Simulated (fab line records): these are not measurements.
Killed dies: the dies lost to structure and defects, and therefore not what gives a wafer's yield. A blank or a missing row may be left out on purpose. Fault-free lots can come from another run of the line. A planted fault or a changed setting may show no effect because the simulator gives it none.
A single fault, viewed from 3 desks -- flow nand harc -- every desk sees just its own numbers, and what lay behind them comes last

== THE METROLOGY DESK ==
What the gauges read for every lot (on any tool): the sampled wafers with a number, averaged. A lot is out of limits, marked OUT, if its mean lies more than 4 standard deviations from the usual mean; the brackets give that distance.
Columns: A = thk nm at NHARC_A_ONON_D1_THK_MEAS_11, usual 999 nm; B = thk nm at NHARC_A_CHANNEL_FILL_D1_THK_MEAS_06, usual 5.0 nm
lot,first seen here,A,B
L415,day 8 03:58,998,5.0
L417,day 8 04:00,987,4.7
L416,day 8 04:03,982,3.9
L420,day 8 13:49,1006,5.8
L424,day 9 19:12,1002,5.9
L426,day 10 23:46,997,5.6
L429,day 10 23:52,997,5.2
L430,day 11 15:44,986,5.1
L433,day 11 22:54,988,5.3
L431,day 11 23:02,996,5.9
L435,day 12 21:31,1017,5.1
L437,day 13 04:57,973,4.1
This desk's finding: nothing out of limits on any of the 12 lots.

== THE DEFECT DESK ==
Lot by lot, what the route's inspections counted, given as the mean of those sampled wafers with a number. A lot is out of limits, marked OUT, if its mean lies more than 4 standard deviations from the usual mean; the brackets give that distance.
Columns: A = raw defect count at NHARC_A_CHANNEL_HOLE_D1_INSPECT_40, usual 62
lot,first seen here,A
L417,day 9 00:29,64
L415,day 9 00:33,68
L416,day 9 04:31,46
L420,day 9 12:02,43
L424,day 10 20:10,737 (+42) OUT
L426,day 12 00:09,709 (+40) OUT
L429,day 12 04:21,73
L430,day 12 12:45,63
L433,day 12 20:56,77
L431,day 13 00:39,75
L435,day 13 21:08,62
L437,day 14 10:40,57
This desk finds L424, L426 out of limits, L424 being first, at day 10 20:10 (raw defect count at NHARC_A_CHANNEL_HOLE_D1_INSPECT_40). L417, L415, L416, L420, L429, L430, L433, L431, L435, L437 stayed within limits.

== DESK OF THE TOOL OWNER: rie diel-10 ==
The tool's own readings at NHARC_A_CHANNEL_HOLE_D1_ETCH_16 (etches the open film in O2/COS, target depth 3100 nm, time 806 s): means of the sampled wafers that have a number, for each lot that ran on this tool. A lot is out of limits, marked OUT, if its mean lies more than 4 standard deviations from the usual mean; the brackets give that distance.
Columns: A = drypump motor current A at NHARC_A_CHANNEL_HOLE_D1_ETCH_16, usual 5.6 A; B = o2 flow sccm at NHARC_A_CHANNEL_HOLE_D1_ETCH_16, usual 400.1 sccm; C = oes product au at NHARC_A_CHANNEL_HOLE_D1_ETCH_16, usual 0.996 a.u.; D = rf vpp V at NHARC_A_CHANNEL_HOLE_D1_ETCH_16, usual 314.2 V; E = showerhead plenum p Torr at NHARC_A_CHANNEL_HOLE_D1_ETCH_16, usual 3.12 Torr; F = throttle valve pct at NHARC_A_CHANNEL_HOLE_D1_ETCH_16, usual 28.330 %
lot,first seen here,A,B,C,D,E,F
L415,day 8 18:12,5.9,400.6,0.994,315.2,3.14,28.335
L420,day 9 05:37,6.3,400.0,0.995,316.0,3.23,28.329
L424,day 10 12:49,5.8,400.5,0.990,313.8,3.14,28.327
L426,day 11 17:49,5.6,401.1,0.995,315.6,3.21,28.330
This desk's finding: nothing out of limits on any of the 4 lots.

== BROUGHT TOGETHER ==
The defect desk could have raised an alarm at day 10 20:10, on L424, L426.
The metrology desk saw nothing out of limits.
The tool owner's desk saw nothing out of limits.
The metrology desk has L424, L426 on record, within its limits.
On record at the tool owner's desk: L424, L426, within its limits.
Of the lots named, all ran NHARC_A_CHANNEL_HOLE_D1_ETCH_16 on rie diel-10.

== WHAT WAS PUT IN BY THE SIMULATOR ==
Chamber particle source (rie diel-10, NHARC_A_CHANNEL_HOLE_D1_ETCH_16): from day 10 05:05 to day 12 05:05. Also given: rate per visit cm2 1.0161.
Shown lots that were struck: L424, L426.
Hours from the fault's start to each desk's first reading out of limits: the defect desk, 15.
